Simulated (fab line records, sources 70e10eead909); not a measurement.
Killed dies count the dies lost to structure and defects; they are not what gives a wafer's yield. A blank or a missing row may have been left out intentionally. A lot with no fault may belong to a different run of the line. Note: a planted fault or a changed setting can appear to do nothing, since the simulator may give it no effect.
8D (eight disciplines) problem report, filled in by code	flow nand harc	the parts of the form that need people (team, actions taken, sign-off) are left out

1. THE PROBLEM
Wafers without a fault read 200.9 W with a standard deviation of 1.3, while heater power total W at NHARC_A_ZERO_WELL_SOFTBAKE_05 averages 207.4 W across 2 wafers of 1 lot. That puts it +5.0 standard deviations away from the usual mean.
The step: time 70 s.
First seen on wafer L981.3, day 10 06:00, on litho track-07. Wafers with a number at this step in the record: 36, from 12 lots. The rule behind "out" and "out of limits": a value lying over 4 standard deviations away from the usual mean. The other wafers with a number count as sound.

2. WHAT IT IS, WHAT IT ISN'T
question	is	is not
which readings at this step	heater power total W	-
which lots	L981	L965, L970, L971, L972, L974, L976, L979, L982, L984, L987, L988
which wafers of those lots	L981.3, L981.5	L981.6
read on which tools	litho track-07	litho track-02, litho track-03
when	from day 10 06:00	up to then (22 sound wafers); but 12 sound wafers of L982, L984, L987, L988 came after

3. THE SUSPECTS, EACH WITH WHAT RULES IT OUT
Counting: a tool at a process step up to the reading stays a suspect if it ran every lot that is out. Sound lots after the first of them don't rule it out here, since some wafers of a struck lot are sound.
- rie diel-13 at NHARC_P_BONDPAD_ETCH_24 (etches the open film in CF4/N2, target depth 30 nm, time 72.99 s): kept. It ran the lot that is out, L981 (day 10 06:00); its last sound lot up to then is L979 (day 9 20:00). NHARC_P_BONDPAD_ETCH_24: start missing for some lots; hours and lot order therefore follow NHARC_A_ZERO_WELL_SOFTBAKE_05.
- litho track-07 at NHARC_A_ZERO_WELL_SOFTBAKE_05 (time 70 s): kept. It ran the lot that is out, L981 (day 10 06:00); its last sound lot up to then is L976 (day 9 20:00). Out on those wafers are its own readings of heater power total W.
- At NHARC_P_BONDPAD_ETCH_24 on rie diel-13, chamber 1 took the sound wafers of the same lots and chamber 2 took the wafers that are out.
After counting, rie diel-13 at NHARC_P_BONDPAD_ETCH_24 and litho track-07 at NHARC_A_ZERO_WELL_SOFTBAKE_05 remain.

4. THE CAUSE (what the simulator had put in)
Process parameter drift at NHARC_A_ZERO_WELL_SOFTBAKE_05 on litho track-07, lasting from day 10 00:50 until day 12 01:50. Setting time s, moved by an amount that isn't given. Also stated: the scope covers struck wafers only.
This tool is one of the 2 suspects left after counting.

5. SEQUENCE OF EFFECTS, ordered by route
One row per reading whose mean, taken over the struck wafers that have a number, lies over 3 standard deviations from the usual. Only readings whose record carries a usual standard deviation are examined. hours: median over the lots of the time between each lot's start at the first step of this table that gives one and its start at this step. sigmas: the change, counted in usual standard deviations.
hours	step	reading	usual	on struck wafers	change	sigmas
0	NHARC_A_ZERO_WELL_SOFTBAKE_05	heater power total W	200.9 W	207.4	+6.5	+5.0
Its process steps:
- NHARC_A_ZERO_WELL_SOFTBAKE_05: time 70 s.
Later measuring or inspecting steps at which every struck wafer that the step has a row for has a number for every such reading, and none has moved that far: NHARC_A_ZERO_WELL_INSPECT_17.

6. HOW IT WOULD HAVE BEEN CAUGHT EARLIER
In this record no reading fell out of limits until day 10 06:00, 5 hours after the fault had begun at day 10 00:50.
